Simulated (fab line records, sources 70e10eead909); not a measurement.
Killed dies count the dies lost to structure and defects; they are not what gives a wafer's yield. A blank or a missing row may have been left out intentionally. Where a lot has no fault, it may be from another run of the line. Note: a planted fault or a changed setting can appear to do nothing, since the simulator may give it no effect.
Code-filled problem report in 8D (eight disciplines) form + flow nandHarc + the parts of the form that need people (team, actions taken, sign-off) are left out

== 1. THE ISSUE ==
killedAtArray at NHARC_END_SORT_01 reads a mean of 95 on 6 wafers of 2 lots; wafers without a fault read 26 with a standard deviation of 9.1. That puts it +7.6 standard deviations away from the usual mean.
First seen on wafer L490.1, day 22 08:23, on prober-02. The record holds 6 wafers of 2 lots with a number at this step. By rule, "out" or "out of limits" means more than 4 standard deviations away from the usual mean. All remaining wafers that have a number are taken as sound.

== 2. WHAT THIS IS AND IS NOT ==
| question                    | is                        | is not                                                    |
|-----------------------------|---------------------------|-----------------------------------------------------------|
| which readings at this step | killedAtArray, killedDies | killedAtOther, killedAtPeriphery, killedOpen, killedShort |
| which lots                  | L489, L490                | -                                                         |
| which wafers of those lots  | all that have a number    | -                                                         |
| read on which gauges        | prober-01, prober-02      | -                                                         |
| when                        | from day 22 08:23         | up to then (0 sound wafers)                               |

== 3. SUSPECTS, AND WHAT RULES EACH OUT ==
Counting: a tool at any process step up to the reading remains a suspect when it ran all the lots that are out and ran no sound lot after the first of those.
- ruled out: the gauge at NHARC_END_SORT_01. The wafers that are out were read on 2 gauges (prober-01, prober-02).
- pecvd-02 at NHARC_A_CONTACT_DEP_24 (deposits SiO2, target thk 500 nm): kept. It ran every lot that is out, first L490 (day 19 02:25), and no sound lot after that.
After counting, what remains is pecvd-02 at NHARC_A_CONTACT_DEP_24.

== 4. THE CAUSE (what the simulator had put in) ==
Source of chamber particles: pecvd-02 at NHARC_A_CONTACT_DEP_24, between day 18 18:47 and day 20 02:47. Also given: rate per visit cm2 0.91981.
The count eliminated every tool but this one.

== 5. SEQUENCE OF EFFECTS, ordered by route ==
Each row: a reading where the mean over the struck wafers with a number is more than 3 standard deviations away from the usual. Readings are gone through only where the record gives a usual standard deviation; hours: the median, over the lots, of the time from a lot's start at the first step in this table giving one to that lot's start at this step; sigmas: the change measured in usual standard deviations.
| hours | step              | reading       | usual | on struck wafers | change | sigmas |
|-------|-------------------|---------------|-------|------------------|--------|--------|
| 0     | NHARC_END_SORT_01 | killedAtArray | 26    | 95               | +69    | +7.6   |
| 0     | NHARC_END_SORT_01 | killedDies    | 30    | 98               | +68    | +7.4   |

== 6. HOW IT WOULD HAVE BEEN CAUGHT EARLIER ==
The first out-of-limits reading at a measuring or inspecting step in this record came at day 22 08:23, 86 hours after the fault's start at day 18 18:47.
Tool readings at NHARC_A_CONTACT_DEP_24 with a usual standard deviation given in the record: none out on any struck wafer, hence no alarm at a limit of 4 standard deviations on them.
By day 22 08:23, every lot that is out (2) had started NHARC_A_CONTACT_DEP_24 on pecvd-02. A hold on the tool at that time would have spared none of them.
